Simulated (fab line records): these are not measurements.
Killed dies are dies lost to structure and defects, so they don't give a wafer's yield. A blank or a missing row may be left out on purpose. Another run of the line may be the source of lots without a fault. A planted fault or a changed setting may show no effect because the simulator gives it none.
Comparing a struck lot with a sound one :: flow n5_finfet :: 18 steps out of a route of 1938
Sound: wafers L788.2, L788.4, L788.5. Struck: wafers L780.2, L780.3 (left out: L780.5, a lot-mate that was not struck); the cause follows at the end.
For every step that has rows: the tool of each side, followed by ch and its chambers, followed by its first start. Under that, the readings that differ: sound wafers :: struck wafers :: difference of the means :: sigmas: that difference in standard deviations of wafers without a fault.
alike: a reading whose means differ by less than 2 such deviations, as well as words and numbers matching on both sides. not compared: withheld readings; readings where some wafer has no value; bounds like >300 that might hide an equal value; numbers whose values overlap and for which the record gives no deviation.
A row with sigmas, a row that says differs or no value, or rows on one side alone: a step with any of these is where the two part. Non-overlapping numbers with no deviation appear without sigmas and do not part them. A reading that every wafer of one side lacks parts them only if that side has two wafers or more.

N5_BEOL_M0_SAQP_PECVD_03: deposits SiCN from 3MS/NH3, target thk 12 nm, time 21.1 s.
  sound on pecvd-01 ch 0,1,2, day 10 09:52; struck on pecvd-01 ch 0,2, day 8 05:34
  alike: showerhead_plenum_p_Torr, throttle_valve_pct
N5_BEOL_M0_SAQP_PECVD_96: deposits a-Si from SiH4/He, target thk 45 nm, time 45.2 s.
  sound on pecvd-01 ch 0,1,2, day 10 09:53; struck on pecvd-01 ch 0,2, day 8 05:36
  alike: heater_power_w, showerhead_plenum_p_Torr, throttle_valve_pct
N5_BEOL_M0_SAQP_PECVD_97: deposits SiNx from SiH4/NH3/N2, target thk 23 nm, time 19.9 s.
  sound on pecvd-01 ch 0,1,2, day 10 09:56; struck on pecvd-01 ch 0,2, day 8 05:39
  alike: heater_power_w, showerhead_plenum_p_Torr, throttle_valve_pct
N5_BEOL_M0_SAQP_PECVD_04: deposits a-Si from SiH4/He, target thk 60 nm, time 60.2 s.
  sound on pecvd-01 ch 0,1,2, day 10 09:59; struck on pecvd-01 ch 0,2, day 8 05:41
  alike: heater_power_w, showerhead_plenum_p_Torr, throttle_valve_pct
N5_BEOL_M0_SAQP_THK_MEAS_05:
  sound on film_metro-01, day 10 10:04; struck on film_metro-01, day 8 05:47
  alike: thk_nm
N5_BEOL_M0_SAQP_HM_DEP_111: deposits SiO2 from SiH4/N2O, target thk 12 nm, time 7.2 s.
  sound on pecvd-02 ch 0,1, day 10 10:07; struck on pecvd-04 ch 1,2, day 8 05:49
  alike: heater_power_w, showerhead_plenum_p_Torr
then, 6 steps without rows for these wafers: N5_BEOL_M0_SAQP_COAT_81 (time 60 s, resist thk 100 nm); N5_BEOL_M0_SAQP_COAT_82 (time 60 s, resist thk 30 nm); N5_BEOL_M0_SAQP_COAT_08 (resist thk 90 nm); N5_BEOL_M0_SAQP_EBR_10; N5_BEOL_M0_SAQP_SOFTBAKE_09 (time 60 s); N5_BEOL_M0_SAQP_EXPOSE_11 (exposes mask M0 CORE, target cd 42 nm).
N5_BEOL_M0_SAQP_PEB_12: peb time 60 s.
  sound on litho_track-05 ch 0, day 10 10:29; struck on litho_track-02 ch 0, day 8 06:13
then, 1 step without rows for these wafers: N5_BEOL_M0_SAQP_DEVELOP_13 (develop time 30 s).
N5_BEOL_M0_SAQP_CD_MEAS_14: the cd target is 42.5 nm.
  sound on cd_sem-01 ch 0, day 10 10:34; struck on cd_sem-02 ch 0, day 8 06:17
reading: cd_nm (nm)
sound: 42.4 42.9 42.2
struck: 46.6 47.1
difference: +4.4
sigmas: +14
N5_BEOL_M0_SAQP_OVL_MEAS_15:
  sound on overlay-01 ch 0, day 10 10:35; struck on overlay-02 ch 0, day 8 06:19
  alike: M0_CORE_OVL
-- a jump in the record: the struck wafers' starts before and after are 3 days apart (it breaks off in module BEOL_M0_SAQP and resumes in module BEOL_M4, where the first step shown is number 1111 of the route) --
N5_BEOL_M4_RC_MEAS_101:
  sound on prober-02 ch 0, day 12 20:56; struck on prober-01 ch 0, day 11 01:49
  alike: DIBL_N, DIBL_P, IOFF_N, IOFF_P, ION_N, ION_P, SS_N, SS_P, VT_N, VT_P
-- the record jumps here: 5 days lie between the struck wafers' starts before and after (it left off in module BEOL_M4 and takes up again in module PASSIVATION, whose first step shown is number 1936 of the route) --
N5_PASSIVATION_PROBE_49:
  the record has rows for the struck wafers here (prober-02, day 15 16:52) and none for the sound ones

== WHERE THEY PART ==
Last at N5_PASSIVATION_PROBE_49 as far as this record goes, first at N5_BEOL_M0_SAQP_CD_MEAS_14.

WHY: whatever the simulator had introduced
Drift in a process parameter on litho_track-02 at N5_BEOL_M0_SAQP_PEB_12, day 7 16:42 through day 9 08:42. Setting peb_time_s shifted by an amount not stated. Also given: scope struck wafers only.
